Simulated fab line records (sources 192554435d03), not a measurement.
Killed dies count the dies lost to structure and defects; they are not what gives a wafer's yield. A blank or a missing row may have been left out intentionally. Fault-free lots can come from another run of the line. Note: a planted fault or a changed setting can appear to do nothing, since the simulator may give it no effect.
A lot that was struck, set against a sound lot    flow n5_finfet    16 out of 1938 route steps
Sound: these wafers, L214.2, L214.3, L214.5. The struck wafers were L209.4, L209.5, L209.6. The cause comes at the end.
At each step with rows: each side's tool, then ch and its chambers, then its first start. Under that, the readings that differ: sound wafers    struck wafers    difference of the means    sigmas: that difference in standard deviations of wafers without a fault.
alike: same words and numbers on both sides, and readings whose means sit less than 2 such deviations apart. not compared: any withheld reading, any reading some wafer has no value for, any bound like >300 that may hide the same value, and any number with overlapping values for which the record gives no deviation.
The two part at a step that has a row with sigmas, a row that says differs or no value, or rows on one side only. When numbers do not overlap yet have no deviation, they are printed without sigmas and do not part them. Lack of a reading on every wafer of one side parts them only where that side has two or more wafers.

first, 6 steps without rows for these wafers: N5_BEOL_M1_COAT_05 (resist thk 30 nm); N5_BEOL_M1_EBR_07; N5_BEOL_M1_SOFTBAKE_06 (time 60 s); N5_BEOL_M1_EXPOSE_08 (exposes mask M1); N5_BEOL_M1_PEB_09 (peb time 60 s); N5_BEOL_M1_DEVELOP_10 (develop time 30 s).
N5_BEOL_M1_CD_MEAS_11: the cd target is 17.05 nm.
  sound on cd_sem-03 ch 0, day 9 22:18; struck on cd_sem-01 ch 0, day 8 11:26
  alike: cd_nm
N5_BEOL_M1_OVL_MEAS_12:
  sound on overlay-01 ch 0, day 9 22:20; struck on overlay-01 ch 0, day 8 11:29
  alike: M1_OVL
N5_BEOL_M1_INSPECT_13: inspects for defects (brightfield).
  sound: defect_inspect-02 at day 9 22:23; struck: defect_inspect-01 at day 8 11:31
  alike: raw_defect_count
N5_BEOL_M1_DESCUM_16: chemistry O2, time 7 s.
  sound on rie_diel-04 ch 0,2,3, day 9 22:25; struck on rie_diel-03 ch 0,2,3, day 8 11:34
  alike: drypump_motor_current_A, oes_product_au, rf_vpp_V, showerhead_plenum_p_Torr, temp_c, throttle_valve_pct
  not compared: rf_hours_counter_h
N5_BEOL_M1_ETCH_74: etches underlayer in N2/H2, target depth 6.5 nm, time 5.2 s.
  sound on rie_diel-04 ch 0,2,3, day 9 22:28; struck on rie_diel-03 ch 0,2,3, day 8 11:36
  alike: bias_w, drypump_motor_current_A, etch_rf_on_time_s, oes_product_au, rf_vpp_V, showerhead_plenum_p_Torr, throttle_valve_pct
  not compared: rf_hours_counter_h
N5_BEOL_M1_ETCH_63: etches SiARC in CF4, target depth 15.6 nm, time 26 s.
  sound on rie_diel-04 ch 0,2,3, day 9 22:28; struck on rie_diel-03 ch 0,2,3, day 8 11:37
  alike: bias_w, cf4_flow_sccm, drypump_motor_current_A, etch_rf_on_time_s, mfc_ar_sccm, oes_product_au, rf_vpp_V, showerhead_plenum_p_Torr, throttle_valve_pct
  not compared: rf_hours_counter_h
N5_BEOL_M1_ETCH_64: etches SOC in N2/H2, target depth 75 nm, overetch 15 nm, time 112.5 s.
  sound on rie_diel-04 ch 0,2,3, day 9 22:30; struck on rie_diel-03 ch 0,2,3, day 8 11:41
reading                                     sound              struck             difference  sigmas
bias_w (W)                                  150.4 149.8 149.7  197.2 197.3 197.4  +47.3       +99 or more
rf_vpp_V (V)                                521.7 522.8 523.1  619.0 618.4 620.3  +96.7       +40
model.SiARC_of_BEOL_M1_COAT_62.thk_nm (nm)  6.6 6.8 6.8        5 5 5              -2          
  alike: drypump_motor_current_A, oes_product_au, showerhead_plenum_p_Torr, temp_c, throttle_valve_pct
  not compared: rf_hours_counter_h
then, 1 step without rows for these wafers: N5_BEOL_M1_STRIP_65 (strips in N2/H2).
N5_BEOL_M4_RC_MEAS_101:
  sound on prober-01 ch 0, day 11 20:44; struck on prober-02 ch 0, day 10 03:43
  alike: DIBL_N, DIBL_P, IOFF_N, IOFF_P, ION_N, ION_P, SS_N, SS_P, VT_N, VT_P
-- here the record skips 4 days between the struck wafers' starts before and after, leaving off in module BEOL_M4 and picking up in module PASSIVATION (first step shown: number 1936 of the route) --
N5_PASSIVATION_PROBE_49:
  rows exist in the record for the struck wafers here (prober-02, day 14 00:17), but not for the sound ones

## WHERE THEY PART
Earliest at N5_BEOL_M1_ETCH_64; latest, in this record, at N5_PASSIVATION_PROBE_49.

WHY: the cause the simulator had injected
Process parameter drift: rie_diel-03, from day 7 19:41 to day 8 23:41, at N5_BEOL_M1_ETCH_64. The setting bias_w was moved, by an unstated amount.
